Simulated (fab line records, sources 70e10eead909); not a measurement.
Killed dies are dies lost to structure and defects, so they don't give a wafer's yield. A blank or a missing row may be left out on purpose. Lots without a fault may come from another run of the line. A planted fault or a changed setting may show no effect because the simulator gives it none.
fab line records | flow nand_harc
record lots=7 wafers=21 last_day=24
route steps=1159 shown THIN_TSV@1114 END@1159
lots that met no fault: from a run of the same line without faults
start_h: hours from the record's first day to the start of the lot's first wafer shown | wait_h: hours since the lot's step before | " the same as in the row above | L1.1+2: a row that stands for several wafers | - no value, or no start given | * or withheld: withheld | < > ~ a bound
route shown NAME@n: a module of which the file shows steps, and the number in the route of the first | usual: mean/standard deviation of fault-free wafers | same: alike in all rows | chamber/n: place in a boat | sites: the reading at each site | _std_site: their standard deviation | _edge_site: outer sites' mean less inner sites' | radius_mm: how far each site lies from the wafer's centre | mask NAME#n: copy n | behind: the tool/chamber that last shaped the wafer | hold: why the lot was held/for how many hours/how that ended | device: the transistor (n, p or np) that didn't switch | end of line: the same wafers' tests at the end of the route | a step without rows: its recipe alone | killed: dies lost to structure and defects at the first sort, not the wafer's yield | map: a wafer's dies, x killed, . not, _ none there
set.NAME: the setting as run; set.NAME@STEP: as run at that earlier step | model.NAME: the simulator's own value behind a step, which no gauge read
lots at some steps of the route; a table a step, a row a wafer
services: from which hour (start_h, from the record's first day; less than 0 if before it) a tool's chamber was out of use, for how many hours, and why
## steps
# step NHARC_THIN_TSV_PEB_10
# recipe peb_temp_c=118 peb_time_s=85
# step NHARC_THIN_TSV_DEVELOP_11
# recipe time_s=70
# step NHARC_THIN_TSV_CD_MEAS_12
# recipe target_cd_nm=1000 landing_energy_ev=500
# usual cd_nm=1000.4/1.2
# columns lot.wafer tool chamber start_h wait_h cd_nm
L772.4 cd_sem-01 0 455.98 - 999.7
L772.5 " 0 " " 1000.2
L772.6 " 0 " " 1000.2
L778.1 cd_sem-02 0 491.49 - 999.8
L778.3 " 0 " " 999.8
L778.6 " 0 " " 999.9
L779.2 cd_sem-02 0 497.54 - 999.3
L779.3 " 0 " " 999.5
L779.5 " 0 " " 999.3
L781.3 cd_sem-01 0 498.74 - 998.8
L781.5 " 0 " " 998.6
L781.6 " 0 " " 999.3
L783.1 cd_sem-01 0 507.87 - 1001.6
L783.2 " 0 " " 1000.8
L783.5 " 0 " " 1001.5
L787.3 cd_sem-03 0 532.24 - 1000.1
L787.4 " 0 " " 1001.0
L787.5 " 0 " " 1000.7
L789.1 cd_sem-02 0 548.87 - 996.7
L789.4 " 0 " " 999.5
L789.5 " 0 " " 998.7
# step NHARC_THIN_TSV_HARDBAKE_13
# recipe temp_c=125 time_s=80
# step NHARC_THIN_TSV_DESCUM_14
# recipe time_s=3 o2_flow_sccm=200 ar_flow_sccm=0 bias_power_w=0 chemistry=O2
# step NHARC_THIN_TSV_ETCH_44
# recipe target_depth_a=15942 time_s=797.1 cf4_flow_sccm=150 o2_flow_sccm=10 ar_flow_sccm=0 rf_w=300 bias_w=800 chemistry=CF4/O2
# usual bias_w=800.1/2.5 cf4_flow_sccm=150.0/0.43 chamber_pressure_mTorr=30.000/0.026 drypump_motor_current_A=5.5/0.6 oes_product_au=0.998/0.0066 rf_vpp_V=794/4.4 showerhead_plenum_p_Torr=1.82/0.068 throttle_valve_pct=16.915/0.0097
# columns lot.wafer tool chamber start_h wait_h bias_w cf4_flow_sccm chamber_pressure_mTorr drypump_motor_current_A oes_product_au rf_hours_counter_h rf_vpp_V showerhead_plenum_p_Torr throttle_valve_pct
L772.4 rie_diel-06 1 456.41 0.2 797.1 149.8 30.005 4.8 0.997 2 794 1.81 16.903
L772.5 " 2 " " 801.6 149.9 30.003 4.8 1.006 - 797 1.89 16.905
L772.6 " 3 " " 802.2 148.9 30.012 6.7 1.000 - 799 1.91 16.929
L778.3 rie_diel-06 2 491.79 0.1 798.5 149.4 29.997 4.8 1.006 6 800 1.89 16.920
L778.1 " 0 " " 799.5 150.5 30.010 6.3 1.010 5 794 1.81 16.937
L778.6 " 1 " " 802.1 151.0 30.033 4.9 1.006 - 794 1.81 16.910
L779.2 rie_diel-09 0 497.84 0.1 800.0 149.8 30.002 5.7 0.991 4 800 1.91 16.918
L779.3 " 1 " " 800.4 149.2 29.971 5.3 0.999 4 794 1.83 16.893
L779.5 " 3 " " 802.6 150.0 29.963 5.5 1.003 - 792 1.81 16.919
L781.3 rie_diel-08 0 498.98 0.1 795.8 150.4 30.008 4.9 1.004 0 787 1.70 16.919
L781.6 " 0 " " 800.8 150.1 30.001 4.8 1.002 - 786 1.70 16.897
L781.5 " 1 " " 797.7 150.3 29.975 5.8 1.001 - 787 1.73 16.911
L783.1 rie_diel-08 0 508.23 0.2 794.3 150.0 29.971 4.9 1.013 2 786 1.70 16.921
L783.2 " 1 " " 798.7 149.7 29.978 5.8 1.001 2 787 1.73 16.927
L783.5 " 2 " " 794.5 150.6 30.023 5.5 0.996 - 797 1.90 16.907
L787.4 rie_diel-09 1 532.49 0.1 804.1 150.6 30.010 5.2 0.992 7 796 1.83 16.917
L787.3 " 0 " " 799.1 150.2 30.016 5.7 0.993 7 797 1.91 16.906
L787.5 " 2 " " 797.9 149.8 30.039 5.9 0.985 - 792 1.79 16.925
L789.1 rie_diel-09 1 549.12 0.1 801.8 150.3 29.979 5.3 0.989 9 794 1.83 16.914
L789.4 " 3 " " 802.2 149.7 29.974 5.5 0.999 8 791 1.80 16.910
L789.5 " 2 " " 802.2 149.3 30.008 5.9 0.986 - 792 1.79 16.920
# step NHARC_THIN_TSV_ETCH_15
# recipe target_depth_a=30000 bosch_target_overetch_cycles=2 bosch_etch_step_s=2.8 bosch_dep_step_s=1.2 bosch_cycles=14
# step NHARC_THIN_TSV_CD_MEAS_16
# usual cd_nm=1000.5/1.3
# columns lot.wafer tool chamber start_h wait_h cd_nm
L772.4 cd_sem-02 - 456.97 0.1 1000.3
L772.5 " - " " 1000.0
L772.6 " - " " 1000.2
L778.1 cd_sem-01 - 492.45 0.1 999.4
L778.3 " - " " 1000.0
L778.6 " - " " 1000.0
L779.2 cd_sem-03 - 498.50 0.1 999.4
L779.3 " - " " 999.7
L779.5 " - " " 999.2
L781.3 cd_sem-01 - 499.71 0.1 998.9
L781.5 " - " " 999.1
L781.6 " - " " 999.9
L783.1 cd_sem-02 - 508.83 0.1 1002.0
L783.2 " - " " 1000.3
L783.5 " - " " 1002.0
L787.3 cd_sem-03 - 533.21 0.1 1001.4
L787.4 " - " " 1002.3
L787.5 " - " " 1001.3
L789.1 cd_sem-02 - 549.83 0.1 996.9
L789.4 " - " " 999.8
L789.5 " - " " 998.9
# step NHARC_THIN_TSV_STRIP_45
# recipe power_w=1500 temp_c=250 chemistry=O2
# usual drypump_motor_current_A=6.19/0.2 heater_power_w=329/22
# columns lot.wafer tool chamber start_h wait_h drypump_motor_current_A heater_power_w rf_hours_counter_h
L772.4 plasma_asher-02 1 457.25 0.3 6.02 347 -
L772.6 " 0 " " 6.39 301 -
L772.5 " 1 " " 6.04 339 -
L778.1 plasma_asher-02 0 492.52 0.1 6.40 300 45
L778.3 " 0 " " 6.42 309 -
L778.6 " 0 " " 6.40 306 -
L779.2 plasma_asher-02 0 498.58 0.1 6.40 311 47
L779.3 " 0 " " 6.39 306 -
L779.5 " 0 " " 6.42 299 -
L781.3 plasma_asher-01 1 499.87 0.2 5.98 317 -
L781.6 " 1 " " 5.97 318 -
L781.5 " 0 " " 6.36 360 -
L783.1 plasma_asher-01 0 508.90 0.1 6.35 365 15
L783.2 " 1 " " 5.96 309 15
L783.5 " 1 " " 5.98 330 -
L787.3 plasma_asher-02 1 533.37 0.2 5.97 348 -
L787.4 " 0 " " 6.35 309 -
L787.5 " 1 " " 5.98 358 -
L789.1 plasma_asher-02 1 549.96 0.1 5.99 330 2
L789.4 " 1 " " 5.99 338 -
L789.5 " 1 " " 6.01 331 -
# step NHARC_THIN_TSV_STRIP_46
# recipe time_s=1200 temp_c=72.5 chemistry=post_etch_residue_remover
# step NHARC_THIN_TSV_DEP_47
# recipe target_thk_a=2000 temp_c=withheld pressure_torr=6.5 rf_w=900 teos_flow_sccm=161.4 flow_sccm=2650 target_thk_nm=200 gas=O2 material=SiO2
# usual throttle_valve_pct=15.7/0.37
# columns lot.wafer tool chamber start_h wait_h throttle_valve_pct
L772.4 pecvd-02 2 458.06 - 15.9
L772.5 " 0 " " 15.8
L772.6 " 1 " " 15.9
L778.1 pecvd-04 0 493.33 - 15.5
L778.3 " 2 " " 15.9
L778.6 " 0 " " 15.4
L779.3 pecvd-03 0 499.43 - 15.2
L779.2 " 1 " " 15.1
L779.5 " 2 " " 16.1
L781.3 pecvd-02 2 500.58 - 16.1
L781.5 " 0 " " 16.1
L781.6 " 1 " " 16.2
L783.1 pecvd-04 2 509.79 - 16.1
L783.2 " 1 " " 15.4
L783.5 " 1 " " 15.6
L787.3 pecvd-04 1 534.12 - 15.4
L787.4 " 1 " " 15.5
L787.5 " 2 " " 16.3
L789.1 pecvd-04 2 550.72 - 16.0
L789.5 " 0 " " 15.7
L789.4 " 1 " " 15.5
# step NHARC_THIN_TSV_ETCHBACK_48
# recipe target_depth_a=10285 over_etch_frac=0.3 time_s=405.17 ion_energy_ev=250 c4f8_flow_sccm=withheld ar_flow_sccm=withheld rf_w=600 bias_w=300 chemistry=C4F8/Ar
# usual bias_w=299.9/0.88 chamber_pressure_mTorr=24.999/0.022 oes_product_au=0.95/0.032 rf_vpp_V=546.6/2.8
# columns lot.wafer tool chamber start_h wait_h bias_w chamber_pressure_mTorr oes_product_au rf_hours_counter_h rf_vpp_V
L772.4 rie_diel-06 1 458.33 - 299.4 25.016 0.92 2.4 544.8
L772.5 " 1 " " 299.3 24.987 0.92 - 546.0
L772.6 " 2 " " 298.4 25.002 0.92 - 548.9
L778.3 rie_diel-08 3 493.73 - 300.6 24.994 1.00 0.1 542.4
L778.1 " 1 " " 298.2 24.962 1.02 0.1 542.1
L778.6 " 0 " " 300.6 25.029 1.00 - 540.5
L779.2 rie_diel-09 1 499.83 - 299.2 25.004 0.92 4.5 547.9
L779.3 " 3 " " 300.3 24.980 0.94 4.3 546.9
L779.5 " 2 " " 301.6 24.986 0.94 - 545.4
L781.3 rie_diel-08 1 501.09 - 300.5 25.020 0.99 0.6 543.8
L781.5 " 2 " " 299.3 24.976 0.95 - 549.5
L781.6 " 3 " " 300.4 25.016 0.96 - 542.5
L783.1 rie_diel-09 3 510.27 - 300.1 24.978 0.94 5.3 545.0
L783.2 " 0 " " 299.9 24.993 0.93 5.7 549.2
L783.5 " 1 " " 299.1 25.038 0.94 - 546.6
L787.4 rie_diel-06 0 534.47 - 301.6 25.014 0.92 6.9 546.3
L787.3 " 2 " " 299.8 25.030 0.92 7.4 548.8
L787.5 " 1 " " 299.1 25.009 0.92 - 546.9
L789.1 rie_diel-08 3 551.15 - 301.8 24.981 0.92 7.0 540.6
L789.5 " 0 " " 300.6 24.965 0.93 - 540.8
L789.4 " 1 " " 300.1 25.010 0.92 - 542.8
# step NHARC_THIN_TSV_STRIP_62
# recipe power_w=1500 temp_c=250 time_s=20 chemistry=N2/H2
# usual drypump_motor_current_A=6.19/0.2 heater_power_w=330/23
# columns lot.wafer tool chamber start_h wait_h drypump_motor_current_A heater_power_w rf_hours_counter_h
L772.4 plasma_asher-02 0 459.73 - 6.45 303 -
L772.5 " 0 " " 6.40 303 -
L772.6 " 1 " " 5.99 357 -
L778.1 plasma_asher-01 0 494.09 - 6.36 366 9
L778.3 " 0 " " 6.36 370 -
L778.6 " 1 " " 5.97 317 -
L779.2 plasma_asher-02 1 500.18 - - - -
L779.3 " 1 " " - - -
L779.5 " 1 " " - - -
L781.3 plasma_asher-01 1 501.39 - - - -
L781.5 " 1 " " - - -
L781.6 " 0 " " - - -
L783.1 plasma_asher-02 0 510.55 - - - -
L783.2 " 1 " " - - -
L783.5 " 1 " " - - -
L787.3 plasma_asher-02 1 534.88 - 5.98 339 -
L787.4 " 0 " " 6.37 298 -
L787.5 " 1 " " 5.97 350 -
L789.1 plasma_asher-02 0 551.58 - 6.39 304 3
L789.4 " 1 " " 5.98 336 -
L789.5 " 0 " " 6.42 305 -
# step NHARC_THIN_TSV_DEGAS_49
# recipe temp_c=300 time_s=120
# usual heater_power_w=477/43
# columns lot.wafer tool chamber start_h wait_h heater_power_w
L772.4 pvd_sputter-01 - 459.85 0.1 378
L772.5 " - " " 379
L772.6 " - " " 488
L778.3 pvd_sputter-01 - 494.27 0.1 484
L778.1 " - " " 530
L778.6 " - " " 483
L779.2 pvd_sputter-03 - 500.35 0.1 488
L779.3 " - " " 420
L779.5 " - " " 402
L781.3 pvd_sputter-03 - 501.51 0.1 411
L781.5 " - " " 418
L781.6 " - " " 469
L783.2 pvd_sputter-03 - 510.74 0.1 488
L783.1 " - " " 522
L783.5 " - " " 407
L787.3 pvd_sputter-03 - 535.03 0.1 410
L787.4 " - " " 477
L787.5 " - " " 480
L789.4 pvd_sputter-03 - 551.76 0.1 484
L789.1 " - " " 477
L789.5 " - " " 487
# step NHARC_END_SORT_01
# recipe temp_c=25
# usual defect_limited_yield=95.1/1.8 killed_at_array=29/11 killed_at_other=0.6/0.89 killed_at_periphery=3.8/2.8 killed_dies=33/12 killed_open=3.5/1.9 killed_short=1.9/1.3 sort_bin_2_pct=1.5/0.72 sort_bin_3_pct=0.28/0.23 sort_bin_4_pct=3.1/1.2 sort_n_pass=644/12 sort_rim_yield_pct=94.8/2.9 sort_yield_pct=95.1/1.8
# same gross_dies=677 sort_bin_5_pct[%]=0 sort_bin_6_pct[%]=0 sort_bin_7_pct[%]=0 sort_bin_8_pct[%]=0 sort_rim_n_gross=106.00
# columns lot.wafer tool chamber start_h wait_h defect_limited_yield[%] killed_at_array killed_at_other killed_at_periphery killed_dies killed_open killed_short sort_bin_2_pct[%] sort_bin_3_pct[%] sort_bin_4_pct[%] sort_n_pass sort_rim_yield_pct[%] sort_yield_pct[%]
L778.1 prober-01 0 506.40 2.6 96.3 19 2 4 25 3 1 0.9 0.59 2.2 652 94.3 96.3
L778.3 prober-01 0 507.98 3.1 95.6 20 1 9 30 3 3 1.6 0.15 2.7 647 95.3 95.6
L778.6 prober-01 0 510.35 3.9 95.6 21 2 7 30 1 0 1.6 0.89 1.9 647 95.3 95.6
L779.2 prober-02 0 513.49 2.8 92.6 36 11 3 50 15 7 2.7 0.30 4.4 627 90.6 92.6
L779.3 prober-02 0 514.29 3.1 94.7 27 3 6 36 9 4 1.5 0.15 3.7 641 95.3 94.7
L779.5 prober-02 0 515.88 3.7 94.2 28 5 6 39 7 3 1.9 0.74 3.1 638 92.5 94.2
L781.3 prober-01 0 515.69 3.1 91.4 47 6 5 58 6 3 2.2 0.59 5.8 619 93.4 91.4
L781.5 prober-01 0 517.25 3.6 92.6 36 7 7 50 6 4 2.1 0.15 5.2 627 91.5 92.6
L781.6 prober-01 0 518.03 3.9 93.2 36 5 5 46 4 2 2.1 0.44 4.3 631 91.5 93.2
L783.1 prober-02 0 526.07 2.5 93.1 36 8 3 47 7 4 1.8 0.15 5.0 630 90.6 93.1
L783.2 prober-02 0 526.88 2.8 91.9 37 3 15 55 7 2 2.5 0.44 5.2 622 96.2 91.9
L783.5 prober-02 0 529.29 3.7 93.9 27 8 6 41 7 3 2.8 0.15 3.1 636 86.8 93.9
# killed by level:class
L778.1 A_CONTACT:chamber_film_flake=6 A_STAIRCASE:chamber_film_flake=5 A_SGD_CUT:chamber_film_flake=4 P_M2:chamber_film_flake=2 THIN_TSV:chamber_film_flake=2 P_M1:geometric_particle:open=1 A_CHANNEL_HOLE_D1:geometric_particle:open=1 A_WL_FILL:geometric_particle:short=1
L778.3 P_M2:chamber_film_flake=8 A_SGD_CUT:chamber_film_flake=5 A_CHANNEL_HOLE_D1:chamber_film_flake=3 A_STAIRCASE:chamber_film_flake=3 A_CONTACT:chamber_film_flake=3 A_WL_FILL:geometric_particle:open=2 P_M0:geometric_particle:open=1 A_CHANNEL_FILL_D1:geometric_particle:short=1
L778.6 A_CONTACT:chamber_film_flake=8 P_M2:chamber_film_flake=5 A_STAIRCASE:chamber_film_flake=5 A_SGD_CUT:chamber_film_flake=4 A_CHANNEL_HOLE_D1:chamber_film_flake=3 P_ZERO_WELL:chamber_film_flake=2 THIN_TSV:chamber_film_flake=2 A_CONTACT:geometric_particle:open=1
L779.2 A_SLIT:chamber_film_flake=15 THIN_TSV:geometric_particle:open=7 THIN_TSV:geometric_particle:short=4 A_CHANNEL_HOLE_D1:chamber_film_flake=4 A_CONTACT:geometric_particle:open=3 A_CONTACT:chamber_film_flake=3 A_SGD_CUT:geometric_particle:open=2 A_STAIRCASE:chamber_film_flake=2
L779.3 A_SLIT:chamber_film_flake=13 A_STAIRCASE:chamber_film_flake=6 P_M0:geometric_particle:short=2 THIN_TSV:geometric_particle:open=2 P_GATE:geometric_particle:open=1 P_M0:geometric_particle:open=1 A_ONON_D1:geometric_particle:open=1 A_CHANNEL_FILL_D1:geometric_particle:open=1
L781.3 A_SLIT:chamber_film_flake=18 A_CHANNEL_HOLE_D1:chamber_film_flake=17 A_CONTACT:chamber_film_flake=6 THIN_TSV:geometric_particle:open=3 A_STAIRCASE:chamber_film_flake=3 A_CONTACT:geometric_particle:open=2 P_STI:chamber_film_flake=2 P_CONTACT:geometric_particle:open=1
L779.5 A_SLIT:chamber_film_flake=9 A_STAIRCASE:chamber_film_flake=7 THIN_TSV:geometric_particle:open=5 A_CHANNEL_HOLE_D1:chamber_film_flake=5 A_CONTACT:chamber_film_flake=3 P_M0:geometric_particle:open=2 P_GATE:chamber_film_flake=2 A_WL_FILL:geometric_particle:short=1
L781.5 A_CHANNEL_HOLE_D1:chamber_film_flake=14 A_SLIT:chamber_film_flake=12 A_STAIRCASE:chamber_film_flake=6 THIN_TSV:geometric_particle:open=5 P_STI:chamber_film_flake=5 THIN_TSV:geometric_particle:short=2 A_CONTACT:chamber_film_flake=2 P_GATE:geometric_particle:short=1
L781.6 A_CHANNEL_HOLE_D1:chamber_film_flake=13 A_SLIT:chamber_film_flake=12 A_STAIRCASE:chamber_film_flake=5 THIN_TSV:geometric_particle:open=4 P_STI:chamber_film_flake=4 A_CONTACT:chamber_film_flake=3 A_M0:geometric_particle:short=2 P_BONDPAD:chamber_film_flake=1
L783.1 A_CHANNEL_HOLE_D1:chamber_film_flake=16 A_SLIT:chamber_film_flake=13 THIN_TSV:geometric_particle:open=7 P_CONTACT:chamber_film_flake=3 A_WL_FILL:geometric_particle:short=2 A_CONTACT:chamber_film_flake=2 A_ONON_D1:geometric_particle:short=1 THIN_TSV:geometric_particle:short=1
L783.2 A_CHANNEL_HOLE_D1:chamber_film_flake=16 P_CONTACT:chamber_film_flake=11 A_SLIT:chamber_film_flake=9 THIN_TSV:geometric_particle:open=3 A_CONTACT:chamber_film_flake=3 A_CONTACT:geometric_particle:open=2 A_CONTACT:geometric_particle:short=2 P_GATE:chamber_film_flake=2
L783.5 A_CHANNEL_HOLE_D1:chamber_film_flake=15 A_SLIT:chamber_film_flake=8 THIN_TSV:geometric_particle:open=5 P_CONTACT:chamber_film_flake=5 THIN_TSV:geometric_particle:short=3 A_ONON_D1:geometric_particle:open=2 A_WL_FILL:chamber_film_flake=2 P_ZERO_WELL:chamber_film_flake=1
# map L779.2 (x killed, . not)
____________.____________
_________...x..._________
_______..........._______
______.............______
_____..............._____
____..............x..____
____.................____
___..x........x....x..___
___...x.............x.___
__.....................__
__..x.......x..........__
_..xx................x.._
_...........x..........._
_xxx...................._
_...x..................._
_......................x_
..xx.x...................
x..x.x..................x
.x..xx.....x.............
..x.x........x...........
xx.x.x.x.................
_......................._
_...........x...x......._
_......................._
_......................._
_...............x......._
__.........x...........__
__.....................__
___...................___
___...................___
____....x............____
____..x....x.........____
_____..............._____
______.....x.....x.______
_______x..x.....x._______
_________...x..._________
____________.____________
# map L781.3 (x killed, . not)
____________.____________
_________..x...._________
_______..........._______
______xx.x........x______
_____.xxx..........._____
____..x.xx......x....____
____..xx.x.x.........____
___.x..xx.............___
___...................___
__...x....x............__
__.........x...........__
_......................._
_...x..................._
_......................._
_.x....................._
_.x.x......x.x.........._
....x....................
...x..x..................
x.xx...............x.....
.xx.xx...................
.x.xxx.........x.........
_..x...............x...._
_x......x..............._
_......x...x............_
_..x............x......._
_................x......_
__..........x..........__
__.....................__
___............x......___
___........x..........___
____...x.............____
____...x.............____
_____..............._____
______.............______
_______..........._______
_________......._________
____________.____________
## services
# columns tool chamber start_h hours kind
rie_diel-08 0 433.35 - clean
rie_diel-08 1 433.35 - clean
rie_diel-08 2 433.35 - clean
rie_diel-08 3 433.35 - clean
rie_diel-09 - 439.84 0.7 repair
plasma_asher-01 - 453.38 9.0 pm
rie_diel-08 0 457.85 - clean
rie_diel-08 1 457.85 - clean
rie_diel-08 2 457.85 - clean
pvd_sputter-03 - 458.00 10.0 pm
pvd_sputter-03 - 468.49 2.1 repair
pecvd-03 - 473.00 13.0 pm
rie_diel-08 - 478.84 9.0 pm
rie_diel-06 - 510.84 5.2 repair
pecvd-02 - 515.16 13.0 pm
rie_diel-08 2 526.94 33.3 repair
pecvd-02 0 532.21 17.7 repair
plasma_asher-01 - 536.48 0.7 repair
plasma_asher-02 - 537.12 9.0 pm
plasma_asher-02 0 537.12 9.0 vent_cycle
plasma_asher-02 1 537.12 9.0 vent_cycle
plasma_asher-02 0 546.12 - clean
plasma_asher-02 1 546.12 - clean
rie_diel-09 - 546.73 0.8 repair
## key
first_sign step=NHARC_THIN_TSV_STRIP_62 reading=tool_record direction=missing
effect step=NHARC_END_SORT_01 reading=killed_at_other direction=up sigmas=5.6 usual=0.6 struck=6.2
met_at NHARC_THIN_TSV_STRIP_62
struck_wafers L779.2,L779.3,L779.5,L781.3,L781.5,L781.6,L783.1,L783.2,L783.5
onset_between 494.09 500.18
fault kind=skipped_step_whole tool=plasma_asher-01,plasma_asher-02 chamber=- onset_h=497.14 steps=NHARC_THIN_TSV_STRIP_62 scope=struck_lots_only
